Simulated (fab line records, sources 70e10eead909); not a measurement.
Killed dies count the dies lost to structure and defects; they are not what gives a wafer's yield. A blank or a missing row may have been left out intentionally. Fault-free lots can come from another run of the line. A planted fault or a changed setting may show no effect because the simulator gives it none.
Matching of chambers -- flow nand harc -- 4 sister chambers for NHARC_A_CHANNEL_FILL_D1_ALD_25 on ald hk-01
The step deposits SiOx, target thk 60 nm, pulse time 10 s, ald cycles 600. 7 wafers are shown with their chamber, then 9 later ones without.

WAFERS, EACH WITH ITS CHAMBER
wafer,chamber,heater power w (W),precursor pulse height rel
L084.3,3,523,1.021
L087.3,0,442,1.005
L087.2,3,513,1.014
L087.5,1,498,1.013
L090.3,2,471,0.982
L090.2,0,447,0.977
L090.4,1,490,1.028

WAFERS WITH NO CHAMBER GIVEN
wafer,heater power w (W),precursor pulse height rel
L091.2,476,1.009
L091.4,518,0.986
L091.5,471,0.969
L093.4,530,0.969
L093.1,501,0.997
L093.6,439,0.987
L095.1,531,1.032
L095.3,489,1.026
L095.5,472,1.024

CHAMBER TAKEN BY EACH
wafer,from the rows above,in truth
L091.2,can't be placed: 2 or 1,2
L091.4,3,3
L091.5,2,2
L093.4,3,3
L093.1,can't be placed: 1 or 3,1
L093.6,0,0
L095.1,3,3
L095.3,1,1
L095.5,can't be placed: 2 or 1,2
Correctly placed: 6 of 9. Not placeable from these rows: 3 (in 3, the candidates include the true chamber). 0 placed wrongly.
How it was worked out, from the rows above alone: a wafer's distance from a chamber is the root of the sum, over the readings, of the square of ((its reading less the chamber's mean) divided by the reading's scatter). If the next closest chamber is less than 2 further off than the closest, the wafer can't be placed; otherwise it belongs to the closest. Each chamber's mean is taken over the wafers shown for it. The scatter: the root of (the sum of the squares of (reading less its chamber's mean) over the shown wafers, divided by (wafers less chambers)).
